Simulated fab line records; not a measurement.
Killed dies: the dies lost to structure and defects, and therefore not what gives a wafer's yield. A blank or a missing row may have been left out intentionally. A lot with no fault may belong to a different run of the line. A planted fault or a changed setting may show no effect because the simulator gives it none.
Matching of chambers / flow n5Finfet / 4 sister chambers for N5_ILD0_LINER_00 on aldSin-03
The step material SiNx, target thk 4 nm, pulse time 1 s, purge time 2 s. 8 wafers are shown with their chamber, then 9 later ones without.

## WAFERS, EACH WITH ITS CHAMBER
wafer=L086.3; chamber=1; heaterPowerW (W)=1132; precursorPulseHeightRel=0.983
wafer=L086.6; chamber=2; heaterPowerW (W)=959; precursorPulseHeightRel=1.016
wafer=L088.3; chamber=0; heaterPowerW (W)=675; precursorPulseHeightRel=1.008
wafer=L088.4; chamber=2; heaterPowerW (W)=959; precursorPulseHeightRel=1.005
wafer=L088.6; chamber=1; heaterPowerW (W)=1154; precursorPulseHeightRel=1.020
wafer=L091.1; chamber=3; heaterPowerW (W)=892; precursorPulseHeightRel=0.988
wafer=L091.4; chamber=0; heaterPowerW (W)=659; precursorPulseHeightRel=0.997
wafer=L091.5; chamber=3; heaterPowerW (W)=887; precursorPulseHeightRel=0.994

## WAFERS WITH NO CHAMBER GIVEN
wafer=L092.1; heaterPowerW (W)=895; precursorPulseHeightRel=0.997
wafer=L092.2; heaterPowerW (W)=1136; precursorPulseHeightRel=1.032
wafer=L092.5; heaterPowerW (W)=1137; precursorPulseHeightRel=1.012
wafer=L094.2; heaterPowerW (W)=893; precursorPulseHeightRel=0.999
wafer=L094.3; heaterPowerW (W)=970; precursorPulseHeightRel=1.010
wafer=L094.6; heaterPowerW (W)=873; precursorPulseHeightRel=0.972
wafer=L095.1; heaterPowerW (W)=962; precursorPulseHeightRel=0.992
wafer=L095.2; heaterPowerW (W)=1129; precursorPulseHeightRel=0.987
wafer=L095.3; heaterPowerW (W)=676; precursorPulseHeightRel=1.001

## WHICH CHAMBER EACH WENT THROUGH
wafer=L092.1; from the rows above=3; in truth=3
wafer=L092.2; from the rows above=1; in truth=1
wafer=L092.5; from the rows above=1; in truth=1
wafer=L094.2; from the rows above=3; in truth=3
wafer=L094.3; from the rows above=2; in truth=2
wafer=L094.6; from the rows above=3; in truth=3
wafer=L095.1; from the rows above=2; in truth=2
wafer=L095.2; from the rows above=1; in truth=1
wafer=L095.3; from the rows above=0; in truth=0
9 of 9 placed correctly. From these rows, 0 cannot be placed. Placed wrongly: 0.
How it was worked out, from the rows above alone: a wafer's distance from a chamber is the root of the sum, over the readings, of the square of ((its reading less the chamber's mean) divided by the reading's scatter). The wafer belongs to the nearest chamber; if the next one is less than 2 further off, it can't be placed. Each chamber's mean is taken over the wafers shown for it. How the scatter is found: for the shown wafers, subtract from each reading the mean of its chamber, square and add these, divide the total by (wafers less chambers), then take the root.
